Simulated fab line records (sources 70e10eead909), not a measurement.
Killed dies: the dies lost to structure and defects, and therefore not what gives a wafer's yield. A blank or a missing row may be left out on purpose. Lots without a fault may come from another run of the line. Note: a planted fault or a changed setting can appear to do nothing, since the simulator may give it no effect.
fab line records	flow nand-harc	part 1 of 2: steps 1 to 4 of 6
record: lots: 21	wafers: 63	last-day: 33
route steps=1302 shown A_CHANNEL_FILL_D2@627 A_STAIRCASE@651
lots that met no fault: taken from a fault-free run of the same line
start-h: hours from the record's opening day to when the first of the lot's shown wafers began	wait-h: hours elapsed since this lot's preceding step	" the same as in the row above	L1.1+2: one row covering several wafers at once	- no value present, or no start provided	* or withheld: withheld	< > ~ a bound
route shown NAME@n: NAME is a module with steps in the file, n the number in the route of the first one	usual: the fault-free wafers' mean and standard deviation	same: alike in all rows	chamber/n: place in a boat	sites: per-site readings	_std_site: standard deviation of those values	_edge_site: inner sites' mean taken away from outer sites' mean	radius-mm: how far each site lies from the wafer's centre	mask NAME#n: copy n	behind: tool/chamber where the wafer was last shaped	hold: why the lot was held/for how many hours/how that ended	device: the transistor (n, p or np) that didn't switch	end of line: tests of these same wafers at the route's end	a step given without rows: its recipe and nothing more	killed: count of dies lost to structure and defects at first sort (not the wafer's yield)	map: shows each die of a wafer: x if killed, . if not, _ if none is there
set.NAME: setting as actually run; set.NAME@STEP: the setting as run at that earlier step	model.NAME: the simulator's own value behind a step, which no gauge read
a sample of lots followed through the steps of the route, with each step as a table and each wafer as a row
services: when a tool's chamber went out of use (start-h, in hours from the record's first day, below 0 if earlier), for how many hours, and the reason
== steps ==
step: NHARC_A_CHANNEL_FILL_D2_ALD_25
recipe: target-thk-a: 600	pulse-time-s: 10	ald-cycles: 600	temp-c: 300	material: SiOx
usual: heater-power-w: 486/49	precursor-pulse-height-rel: 1.000/0.018
lot.wafer	tool	chamber	start-h	wait-h	heater-power-w	precursor-pulse-height-rel
L075.1	ald-hk-04	2	343.35	0.7	492	1.001
L075.3	"	3	"	"	580	1.015
L075.6	"	1	345.18	2.5	455	0.996
L074.2	ald-hk-02	0	343.39	0.7	474	1.003
L074.1	"	2	344.63	1.9	387	1.015
L074.6	"	3	"	"	482	0.961
L076.2	ald-hk-03	1	357.55	0.1	492	0.977
L076.4	"	2	"	"	482	1.019
L076.3	"	3	"	"	566	0.995
L079.2	ald-hk-03	2	379.25	0.1	473	0.981
L079.6	"	2	381.72	2.5	471	0.994
L079.5	"	3	"	"	566	0.993
L078.4	ald-hk-02	1	380.50	1.3	466	0.997
L078.5	"	3	381.74	2.5	493	1.010
L078.6	"	0	"	"	436	0.991
L080.4	ald-hk-02	0	394.08	0.2	444	0.995
L080.1	"	3	395.90	2.0	486	1.017
L080.6	"	0	"	"	445	1.000
L082.1	ald-hk-03	3	423.17	0.1	567	1.041
L082.4	"	0	"	"	492	1.007
L082.2	"	1	"	"	487	0.973
L083.1	ald-hk-03	0	430.95	1.3	485	1.014
L083.5	"	2	432.16	2.5	452	0.962
L083.6	"	3	"	"	561	1.025
L084.2	ald-hk-02	1	443.42	0.7	488	1.009
L084.3	"	3	444.67	1.9	479	0.999
L084.5	"	1	445.92	3.2	465	1.003
L085.2	ald-hk-04	1	448.62	0.1	494	0.992
L085.4	"	3	449.84	1.3	604	0.992
L085.5	"	2	451.66	3.1	503	1.012
L086.1	ald-hk-03	3	449.24	0.7	550	1.010
L086.2	"	0	"	"	498	1.021
L086.3	"	1	"	"	491	0.961
L087.4	ald-hk-03	3	463.57	0.0	561	0.980
L087.5	"	3	466.04	2.5	559	1.022
L087.6	"	0	"	"	495	0.992
L089.3	ald-hk-03	1	480.42	0.1	478	1.025
L089.6	"	1	482.89	2.5	495	1.039
L089.5	"	2	"	"	491	1.017
L088.3	ald-hk-02	2	486.19	0.0	384	1.001
L088.1	"	3	"	"	481	0.999
L088.4	"	0	"	"	442	0.982
L090.3	ald-hk-03	2	508.18	0.7	484	1.006
L090.1	"	3	"	"	577	1.021
L090.5	"	2	510.60	3.1	479	0.999
L091.2	ald-hk-02	0	508.77	1.2	448	1.000
L091.1	"	1	"	"	463	0.998
L091.5	"	3	510.57	3.0	493	1.028
L092.1	ald-hk-03	2	519.77	0.1	466	1.002
L092.4	"	0	522.21	2.5	487	0.975
L092.2	"	1	523.43	3.7	478	0.997
L095.1	ald-hk-03	1	541.56	2.4	487	1.003
L095.2	"	3	542.78	3.7	571	1.006
L095.5	"	1	544.00	4.9	478	1.012
L096.3	ald-hk-02	1	545.31	0.0	479	0.987
L096.1	"	3	546.54	1.3	489	1.013
L096.6	"	2	548.38	3.1	396	0.954
L093.1	ald-hk-04	2	547.15	1.9	495	1.004
L093.5	"	3	"	"	588	0.994
L093.6	"	0	"	"	455	0.968
L097.1	ald-hk-04	1	576.99	0.1	503	0.983
L097.2	"	3	578.23	1.3	589	0.987
L097.4	"	0	"	"	438	0.996
step: NHARC_A_CHANNEL_FILL_D2_STRIP_29
recipe: time-s: 20	o2-flow-sccm: 500	ar-flow-sccm: 0	bias-w: 0	chemistry: O2
usual: drypump-motor-current-A: 5.7/0.32	mfc-ar-sccm: 0.012/0.011	oes-product-au: 0.998/0.0085	rf-vpp-V: 57.7/0.91	showerhead-plenum-p-Torr: 3.47/0.16	throttle-valve-pct: 17.038/0.009
lot.wafer	tool	chamber	start-h	wait-h	drypump-motor-current-A	mfc-ar-sccm	oes-product-au	rf-hours-counter-h	rf-vpp-V	showerhead-plenum-p-Torr	throttle-valve-pct
L075.3	rie-diel-06	0	-	-	5.6	0.011	0.984	1	57.1	3.31	17.045
L075.1	"	2	"	"	6.0	0.020	0.997	0	58.5	3.77	17.015
L075.6	"	1	"	"	5.8	0.001	0.992	-	57.8	3.49	17.023
L074.2	rie-diel-08	2	-	-	5.2	0	0.998	4	57.9	3.31	17.044
L074.1	"	1	"	"	5.8	0.003	0.990	4	57.5	3.54	17.040
L074.6	"	2	"	"	5.3	0	0.998	-	56.8	3.31	17.032
L076.3	rie-diel-06	3	-	-	5.2	0.031	1.004	1	58.7	3.34	17.037
L076.2	"	0	"	"	5.6	0.011	0.984	1	56.5	3.31	17.051
L076.4	"	2	"	"	6.0	0.020	0.991	1	59.4	3.77	17.020
L079.2	rie-diel-06	0	-	-	5.6	0.011	0.986	2	56.8	3.31	17.033
L079.5	"	3	"	"	5.2	0.031	1.000	-	57.2	3.34	17.040
L079.6	"	0	"	"	5.6	0.011	0.984	-	57.7	3.31	17.034
L078.4	rie-diel-08	3	-	-	5.7	0	0.999	0	58.7	3.43	17.046
L078.6	"	3	"	"	5.7	0	1.006	-	59.3	3.43	17.049
L078.5	"	0	"	"	6.2	0.019	1.000	-	58.8	3.54	17.031
L080.4	rie-diel-06	2	-	-	6.0	0.020	1.003	2	58.6	3.77	17.035
L080.1	"	3	"	"	5.2	0.031	1.015	2	57.4	3.34	17.028
L080.6	"	3	"	"	5.2	0.031	1.009	-	56.7	3.34	17.034
L082.1	rie-diel-06	0	-	-	5.6	0.011	0.986	3	57.1	3.31	17.054
L082.2	"	1	"	"	5.8	0.001	1.001	3	56.9	3.49	17.034
L082.4	"	3	"	"	5.2	0.031	0.996	3	59.1	3.34	17.031
L083.1	rie-diel-06	2	-	-	6.0	0.020	0.996	3	59.7	3.77	17.044
L083.5	"	1	"	"	5.7	0.001	0.996	-	57.0	3.49	17.048
L083.6	"	2	"	"	6.0	0.020	0.996	-	59.2	3.77	17.042
L084.3	rie-diel-08	1	-	-	5.8	0.003	1.004	2	59.5	3.54	17.042
L084.2	"	3	"	"	5.7	0	1.000	2	57.6	3.43	17.048
L084.5	"	2	"	"	5.3	0	1.000	-	56.7	3.31	17.049
L085.4	rie-diel-06	3	-	-	5.2	0.031	1.009	3	56.6	3.34	17.035
L085.2	"	1	"	"	5.8	0.001	0.996	4	57.2	3.49	17.041
L085.5	"	3	"	"	5.2	0.031	1.001	-	57.6	3.34	17.020
L086.1	rie-diel-08	3	-	-	5.7	0	1.008	2	57.9	3.43	17.052
L086.3	"	1	"	"	5.8	0.003	1.006	2	57.0	3.54	17.026
L086.2	"	2	"	"	5.3	0	1.002	2	57.6	3.31	17.042
L087.4	rie-diel-08	1	-	-	5.8	0.003	1.010	2	56.4	3.54	17.035
L087.5	"	0	"	"	6.2	0.019	0.994	-	57.6	3.54	17.042
L087.6	"	1	"	"	5.8	0.003	1.011	-	58.3	3.54	17.041
L089.3	rie-diel-08	0	-	-	6.2	0.019	1.000	3	59.5	3.53	17.026
L089.5	"	0	"	"	6.2	0.019	1.009	-	59.3	3.54	17.039
L089.6	"	1	"	"	5.8	0.003	1.003	-	57.0	3.54	17.051
L088.1	rie-diel-08	2	-	-	5.3	0	0.989	3	57.0	3.31	17.031
L088.3	"	3	"	"	5.8	0	0.999	3	57.9	3.43	17.027
L088.4	"	0	"	"	6.2	0.019	0.998	4	57.7	3.53	17.026
L091.1	rie-diel-08	2	-	-	5.3	0	1.004	4	56.1	3.31	17.033
L091.2	"	3	"	"	5.7	0	1.000	4	57.4	3.43	17.040
L091.5	"	2	"	"	5.3	0	0.996	-	58.0	3.31	17.030
L090.1	rie-diel-06	3	-	-	5.3	0.031	1.006	1	57.5	3.34	17.034
L090.3	"	2	"	"	6.0	0.020	1.011	1	59.6	3.77	17.041
L090.5	"	0	"	"	5.6	0.011	0.988	-	57.8	3.31	17.046
L092.1	rie-diel-08	0	-	-	6.2	0.019	0.997	4	58.5	3.53	17.039
L092.4	"	1	"	"	5.8	0.003	1.014	4	58.0	3.54	17.031
L092.2	"	2	"	"	5.3	0	1.001	4	57.0	3.31	17.034
L095.2	rie-diel-03	2	-	-	6.0	0	0.992	17	56.9	3.30	17.045
L095.1	"	0	"	"	5.7	0.031	0.993	16	57.2	3.32	17.037
L095.5	"	1	"	"	6.3	0	0.983	-	55.9	3.71	17.035
L096.3	rie-diel-03	1	-	-	6.3	0	0.991	13	57.9	3.71	17.029
L096.1	"	2	"	"	6.0	0	0.995	17	56.6	3.30	17.055
L096.6	"	1	"	"	6.3	0	0.984	-	57.7	3.71	17.036
L093.1	rie-diel-06	1	-	-	5.8	0.001	0.991	1	57.7	3.49	17.027
L093.6	"	3	"	"	5.2	0.031	1.003	-	57.3	3.34	17.041
L093.5	"	0	"	"	5.6	0.011	0.991	-	57.7	3.31	17.033
L097.4	rie-diel-06	2	-	-	6.0	0.020	1.010	2	58.9	3.77	17.016
L097.1	"	3	"	"	5.2	0.031	1.000	2	57.0	3.34	17.033
L097.2	"	0	"	"	5.6	0.011	0.982	2	58.4	3.31	17.036
step: NHARC_A_STAIRCASE_ETCH_169
recipe: target-depth-a: 500	time-s: 107.1	ion-energy-ev: 120	ch3f-flow-sccm: 50	o2-flow-sccm: 30	ar-flow-sccm: 200	rf-w: 500	bias-w: 100	chemistry: CH3F/O2
usual: drypump-motor-current-A: 5.6/0.45	mfc-ar-sccm: 200.0/0.61	oes-product-au: 0.963/0.015	rf-vpp-V: 244.7/1.7	showerhead-plenum-p-Torr: 2.48/0.092	throttle-valve-pct: 20.663/0.0083
lot.wafer	tool	chamber	start-h	wait-h	drypump-motor-current-A	mfc-ar-sccm	oes-product-au	rf-hours-counter-h	rf-vpp-V	showerhead-plenum-p-Torr	throttle-valve-pct
L074.2	rie-diel-05	0	356.88	0.1	5.2	200.3	0.978	39	244.5	2.51	20.672
L074.1	"	1	"	"	6.1	201.2	0.988	43	241.7	2.33	20.672
L074.6	"	2	"	"	4.8	199.6	0.967	-	245.9	2.60	20.653
L075.1	rie-diel-10	0	357.04	0.1	5.0	199.5	0.965	33	246.1	2.49	20.668
L075.3	"	2	"	"	5.8	201.1	0.964	35	245.5	2.60	20.670
L075.6	"	0	"	"	5.0	200.4	0.958	-	245.0	2.49	20.658
L076.3	rie-diel-05	3	370.71	0.1	5.3	198.6	0.990	42	242.5	2.38	20.663
L076.4	"	0	"	"	5.3	200.8	0.973	42	246.5	2.51	20.661
L076.2	"	2	"	"	4.8	199.9	0.968	46	245.7	2.60	20.661
L079.2	rie-diel-10	1	392.59	0.2	6.4	199.8	0.941	45	246.6	2.52	20.674
L079.5	"	2	"	"	5.8	200.0	0.941	-	245.8	2.60	20.670
L079.6	"	3	"	"	5.8	199.8	0.943	-	244.9	2.38	20.657
L078.4	rie-diel-01	1	392.78	0.1	6.1	200.1	0.975	1	247.6	2.62	20.671
L078.5	"	0	"	"	5.5	199.9	0.991	-	246.6	2.50	20.658
L078.6	"	1	"	"	6.2	201.0	0.982	-	245.6	2.62	20.667
L080.4	rie-diel-10	2	406.97	0.1	5.8	200.7	0.953	50	246.9	2.59	20.673
L080.1	"	1	"	"	6.4	199.4	0.959	49	245.4	2.52	20.668
L080.6	"	3	"	"	5.9	199.6	0.969	-	242.1	2.38	20.664
L082.2	rie-diel-10	3	436.13	0.2	5.9	200.0	0.952	1	244.6	2.38	20.661
L082.4	"	0	"	"	5.0	200.9	0.947	1	244.9	2.48	20.661
L082.1	"	1	"	"	6.4	200.1	0.951	1	245.8	2.51	20.662
L083.1	rie-diel-10	3	442.81	0.1	5.9	201.4	0.971	3	242.4	2.38	20.653
L083.5	"	1	"	"	6.4	199.9	0.960	-	245.7	2.51	20.656
L083.6	"	2	"	"	5.8	200.2	0.962	-	245.5	2.59	20.650
L084.2	rie-diel-05	0	455.88	0.1	5.3	200.9	0.978	13	244.3	2.50	20.670
L084.3	"	2	"	"	4.9	199.4	0.955	14	247.4	2.59	20.682
L084.5	"	1	"	"	6.1	199.3	0.977	-	239.9	2.31	20.673
L085.2	rie-diel-05	1	461.69	0.1	6.1	199.0	0.953	13	243.1	2.31	20.661
L085.4	"	3	"	"	5.3	200.2	0.959	15	242.4	2.37	20.660
L085.5	"	0	"	"	5.2	200.5	0.949	-	244.9	2.50	20.647
L086.1	rie-diel-01	0	461.84	0.1	5.4	200.3	0.948	21	244.6	2.49	20.656
L086.3	"	2	"	"	5.5	199.2	0.957	27	243.4	2.47	20.664
L086.2	"	3	"	"	5.9	198.9	0.959	24	244.1	2.49	20.658
L087.4	rie-diel-01	2	476.73	0.1	5.5	200.1	0.997	33	244.1	2.47	20.659
L087.6	"	1	"	"	6.1	198.6	0.963	-	245.2	2.60	20.666
L087.5	"	2	"	"	5.5	200.7	0.987	-	243.2	2.47	20.673
L089.3	rie-diel-05	0	493.44	0.1	5.2	199.7	0.951	23	245.0	2.50	20.669
L089.6	"	0	"	"	5.2	200.1	0.973	-	244.3	2.50	20.657
L089.5	"	1	"	"	6.0	200.1	0.971	-	241.3	2.31	20.672
L088.4	rie-diel-05	3	500.25	0.1	5.4	200.6	0.957	27	242.7	2.36	20.669
L088.1	"	0	"	"	5.2	200.9	0.964	25	245.5	2.50	20.671
L088.3	"	1	"	"	6.1	199.6	0.954	23	242.3	2.31	20.669
L091.1	rie-diel-05	1	521.11	0.1	6.0	200.1	0.964	28	241.2	2.31	20.660
L091.2	"	0	"	"	5.2	199.4	0.979	29	245.6	2.49	20.668
L091.5	"	2	"	"	4.9	200.2	0.958	-	246.9	2.58	20.671
L090.1	rie-diel-01	2	521.27	0.1	5.5	199.6	0.977	47	243.8	2.46	20.678
L090.3	"	0	"	"	5.4	198.2	0.972	41	244.8	2.49	20.668
L090.5	"	3	"	"	5.9	199.4	0.984	-	244.4	2.49	20.664
L092.2	rie-diel-05	0	536.57	0.1	5.3	200.1	0.989	33	246.4	2.49	20.658
L092.4	"	2	"	"	4.8	200.6	0.963	33	244.9	2.58	20.660
L092.1	"	3	"	"	5.3	199.5	0.987	34	244.7	2.36	20.658
L095.2	rie-diel-05	2	552.25	0.1	4.8	200.7	0.964	38	245.2	2.58	20.672
L095.1	"	1	"	"	6.1	200.1	0.959	36	242.7	2.31	20.677
L095.5	"	2	"	"	4.8	200.5	0.967	-	247.6	2.58	20.659
L093.1	rie-diel-10	0	558.34	0.1	5.0	199.7	0.952	40	244.5	2.47	20.675
L093.5	"	0	"	"	5.0	199.5	0.945	-	243.8	2.47	20.661
L093.6	"	1	"	"	6.4	199.2	0.961	-	245.1	2.50	20.669
L096.1	rie-diel-10	2	558.40	0.1	5.8	199.9	0.949	46	245.9	2.57	20.655
L096.3	"	0	"	"	5.0	199.0	0.937	40	244.6	2.47	20.663
L096.6	"	2	"	"	5.8	200.2	0.955	-	247.3	2.57	20.670
L097.1	rie-diel-10	1	590.43	0.1	6.4	199.6	0.956	54	246.9	2.49	20.677
L097.2	"	2	"	"	5.8	200.6	0.953	57	245.3	2.57	20.668
L097.4	"	3	"	"	5.9	200.1	0.926	59	242.9	2.35	20.650
step: NHARC_A_STAIRCASE_TRIM_12
recipe: time-s: 211.2	o2-flow-sccm: 500	ar-flow-sccm: 0	bias-w: 0	chemistry: O2
usual: drypump-motor-current-A: 5.6/0.5	mfc-ar-sccm: 0.010/0.013	oes-product-au: 1.004/0.0073	rf-vpp-V: 57.9/0.86	showerhead-plenum-p-Torr: 3.54/0.13	throttle-valve-pct: 17.036/0.0095
lot.wafer	tool	chamber	start-h	wait-h	drypump-motor-current-A	mfc-ar-sccm	oes-product-au	rf-hours-counter-h	rf-vpp-V	showerhead-plenum-p-Torr	throttle-valve-pct
L074.1	rie-diel-10	3	358.59	0.1	5.9	0.002	0.995	36	58.6	3.43	17.048
L074.2	"	2	"	"	5.8	0.011	0.997	35	57.9	3.72	17.033
L074.6	"	0	"	"	5.0	0.004	0.997	-	58.1	3.57	17.057
L075.1	rie-diel-05	2	358.86	0.1	4.9	0.034	1.006	43	59.7	3.72	17.028
L075.3	"	3	"	"	5.3	0.008	1.009	39	57.6	3.42	17.040
L075.6	"	3	"	"	5.3	0.008	1.002	-	58.1	3.42	17.022
L076.3	rie-diel-10	1	372.52	0.1	6.4	0	1.005	39	57.1	3.61	17.055
L076.2	"	2	"	"	5.8	0.011	0.997	38	58.9	3.72	17.041
L076.4	"	3	"	"	5.9	0.002	0.998	39	58.5	3.43	17.047
L079.2	rie-diel-05	1	394.46	0.1	6.1	0	1.006	54	58.7	3.34	17.035
L079.5	"	2	"	"	4.9	0.034	1.005	-	58.9	3.71	17.029
L079.6	"	3	"	"	5.3	0.008	0.999	-	58.3	3.41	17.022
L078.4	rie-diel-01	2	394.66	0.1	5.5	0.011	1.015	1	57.9	3.56	17.024
L078.5	"	3	"	"	5.8	0.045	0.996	-	59.8	3.59	17.007
L078.6	"	0	"	"	5.5	0.032	1.014	-	58.9	3.59	17.033
L080.4	rie-diel-10	1	408.83	0.1	6.5	0	0.997	50	57.2	3.61	17.038
L080.1	"	3	"	"	5.9	0.002	1.008	53	58.5	3.42	17.029
L080.6	"	1	"	"	6.4	0	0.994	-	57.9	3.61	17.034
L082.2	rie-diel-05	2	438.55	0.1	4.9	0.034	1.002	9	58.2	3.71	17.053
L082.1	"	3	"	"	5.4	0.008	0.999	8	57.1	3.41	17.041
L082.4	"	0	"	"	5.3	0	1.000	7	58.9	3.59	17.039
L083.1	rie-diel-10	3	444.65	0.1	5.9	0.002	1.016	3	57.5	3.41	17.037
L083.5	"	1	"	"	6.4	0	1.012	-	57.1	3.60	17.027
L083.6	"	2	"	"	5.8	0.011	1.012	-	57.7	3.71	17.024
L084.3	rie-diel-10	3	457.73	0.1	5.9	0.002	1.014	8	58.5	3.41	17.043
L084.2	"	0	"	"	5.0	0.004	0.998	3	58.3	3.56	17.022
L084.5	"	3	"	"	5.9	0.002	1.018	-	57.2	3.41	17.023
L085.2	rie-diel-10	3	463.93	0.1	5.9	0.002	1.016	12	58.3	3.41	17.030
L085.4	"	0	"	"	5.0	0.004	1.008	8	57.2	3.56	17.030
L085.5	"	2	"	"	5.8	0.011	0.995	-	58.0	3.70	17.023
L086.2	rie-diel-05	3	464.08	0.1	5.4	0.008	1.001	16	56.8	3.40	17.021
L086.3	"	1	"	"	6.1	0	0.998	14	57.9	3.33	17.048
L086.1	"	2	"	"	4.9	0.034	0.992	15	57.9	3.70	17.041
L087.4	rie-diel-10	3	478.72	0.1	5.9	0.002	1.012	19	56.7	3.41	17.048
L087.5	"	3	"	"	5.8	0.002	1.009	-	57.1	3.41	17.035
L087.6	"	0	"	"	5.0	0.004	1.004	-	57.9	3.55	17.019
L089.3	rie-diel-05	2	495.63	0.3	4.9	0.034	1.003	24	59.1	3.70	17.050
L089.5	"	3	"	"	5.3	0.008	1.006	-	58.2	3.40	17.025
L089.6	"	0	"	"	5.2	0	1.008	-	57.3	3.58	17.041
L088.4	rie-diel-05	2	501.98	0.1	4.9	0.034	0.983	25	57.7	3.70	17.033
L088.3	"	3	"	"	5.3	0.008	0.996	28	56.7	3.40	17.048
L088.1	"	1	"	"	6.1	0	0.998	23	57.6	3.32	17.035
L091.1	rie-diel-05	2	522.91	0.1	4.9	0.034	1.002	30	57.2	3.69	17.050
L091.2	"	1	"	"	6.1	0	1.008	28	55.4	3.32	17.022
L091.5	"	3	"	"	5.3	0.008	1.012	-	57.9	3.40	17.031
L090.1	rie-diel-10	1	523.24	0.1	6.4	0	1.002	32	59.0	3.59	17.042
L090.3	"	3	"	"	5.9	0.002	1.008	33	57.1	3.40	17.036
L090.5	"	1	"	"	6.4	0	0.999	-	58.5	3.59	17.027
L092.4	rie-diel-01	0	538.36	0.1	5.4	0.032	0.998	45	57.9	3.56	17.041
L092.2	"	1	"	"	6.2	0	0.997	48	59.0	3.72	17.029
L092.1	"	2	"	"	5.5	0.011	1.005	51	57.6	3.53	17.041
L095.2	rie-diel-05	1	554.09	0.1	6.1	0	1.007	36	57.8	3.32	17.044
L095.1	"	3	"	"	5.3	0.008	1.001	39	57.8	3.39	17.044
L095.5	"	1	"	"	6.1	0	1.002	-	56.6	3.32	17.037
L093.1	rie-diel-05	1	560.24	0.1	6.0	0	1.000	38	58.6	3.32	17.046
L093.6	"	2	"	"	4.9	0.034	0.981	-	56.6	3.69	17.031
L093.5	"	3	"	"	5.3	0.008	0.992	-	56.5	3.39	17.043
L096.3	rie-diel-10	2	560.36	0.1	5.8	0.011	1.014	46	59.3	3.69	17.038
L096.1	"	0	"	"	5.0	0.004	1.004	40	59.0	3.54	17.037
L096.6	"	2	"	"	5.8	0.011	0.991	-	57.8	3.69	17.045
L097.2	rie-diel-10	1	592.28	0.1	6.5	0	1.014	54	58.6	3.57	17.039
L097.4	"	2	"	"	5.8	0.011	1.017	57	57.4	3.68	17.037
L097.1	"	3	"	"	5.9	0.002	1.017	60	57.4	3.38	17.022
